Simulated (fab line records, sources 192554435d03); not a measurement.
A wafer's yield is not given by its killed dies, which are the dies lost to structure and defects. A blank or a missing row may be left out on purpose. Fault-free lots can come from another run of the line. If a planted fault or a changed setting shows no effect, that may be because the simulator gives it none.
One fault seen from 2 desks | flow n5Finfet | what lay behind the numbers comes last; until then each desk has only its own

## DESK OF THE TOOL OWNER: rieDiel-01
The tool's own readings at N5_BEOL_M2_VIA_ETCH_34 (etches the open film in C4F6/O2, target depth 69.4 nm, time 65.9 s): means of the sampled wafers that have a number, for each lot that ran on this tool. A lot is out of limits, marked OUT, if its mean lies more than 4 standard deviations from the usual mean; the brackets give that distance.
Columns: A = drypumpMotorCurrentA at N5_BEOL_M2_VIA_ETCH_34, usual 5.5 A; B = oesProductAu at N5_BEOL_M2_VIA_ETCH_34, usual 0.78 a.u.; C = rfVppV at N5_BEOL_M2_VIA_ETCH_34, usual 666 V; D = runLengthS at N5_BEOL_M2_VIA_ETCH_34, usual 89.1 s; E = showerheadPlenumPTorr at N5_BEOL_M2_VIA_ETCH_34, usual 2.82 Torr; F = throttleValvePct at N5_BEOL_M2_VIA_ETCH_34, usual 30.71 %
lot  | first seen here | A   | B    | C   | D    | E    | F
L636 | day 7 00:22     | 5.3 | 0.71 | 660 | 88.9 | 2.73 | 30.85
L640 | day 7 16:44     | 5.6 | 0.77 | 666 | 88.7 | 2.77 | 30.69
L644 | day 9 02:30     | 5.4 | 0.76 | 658 | 90.3 | 2.73 | 30.66
L643 | day 9 05:40     | 5.5 | 0.73 | 669 | 90.2 | 2.77 | 30.87
L646 | day 9 16:33     | 5.5 | 0.72 | 669 | 90.4 | 2.77 | 30.88
L658 | day 12 10:11    | 5.3 | 0.88 | 669 | 89.0 | 2.95 | 30.67
Result from this desk: across the 6 lots, nothing is out of limits.

## AT THE METROLOGY DESK
Means of the sampled wafers that have a number, per lot and without regard to the tool the lot ran on: this is what the gauges read. A lot is out of limits, marked OUT, if its mean lies more than 4 standard deviations from the usual mean; the brackets give that distance. Shown here are 7 of its 10 readings, the ones lying furthest out on some lot.
Columns: A = DIBL_N at N5_BEOL_M4_RC_MEAS_101, usual 36.4 mV/V; B = DIBL_P at N5_BEOL_M4_RC_MEAS_101, usual 35.9 mV/V; C = IOFF_P at N5_BEOL_M4_RC_MEAS_101, usual 0.20 nA/um; D = ION_N at N5_BEOL_M4_RC_MEAS_101, usual 670 uA/um; E = ION_P at N5_BEOL_M4_RC_MEAS_101, usual 459 uA/um; F = SS_N at N5_BEOL_M4_RC_MEAS_101, usual 71.6 mV/dec; G = VT_P at N5_BEOL_M4_RC_MEAS_101, usual -252 mV
lot  | first seen here | A    | B    | C    | D   | E   | F    | G
L636 | day 8 00:49     | 36.6 | 36.2 | 0.23 | 673 | 468 | 71.0 | -247
L640 | day 9 05:32     | 35.9 | 35.9 | 0.20 | 682 | 462 | 72.0 | -250
L643 | day 10 08:22    | 36.1 | 36.5 | 0.17 | 673 | 458 | 71.3 | -256
L644 | day 10 08:34    | 36.6 | 34.2 | 0.18 | 675 | 458 | 71.8 | -253
L646 | day 10 16:03    | 37.0 | 36.8 | 0.22 | 686 | 469 | 72.1 | -250
L657 | day 13 16:52    | 36.6 | 36.5 | 0.19 | 661 | 449 | 71.4 | -252
L656 | day 13 18:13    | 33.8 | 32.7 | 0.15 | 650 | 450 | 70.9 | -253
L659 | day 13 18:51    | 35.4 | 34.0 | 0.15 | 660 | 450 | 71.2 | -259
L658 | day 13 23:13    | 35.4 | 35.5 | 0.20 | 667 | 458 | 71.7 | -252
Result from this desk: across the 9 lots, nothing is out of limits.

## TAKEN TOGETHER
The desk of the tool owner found nothing out of limits.
Nothing out of limits was seen by the metrology desk.

## WHAT THE SIMULATOR PUT IN
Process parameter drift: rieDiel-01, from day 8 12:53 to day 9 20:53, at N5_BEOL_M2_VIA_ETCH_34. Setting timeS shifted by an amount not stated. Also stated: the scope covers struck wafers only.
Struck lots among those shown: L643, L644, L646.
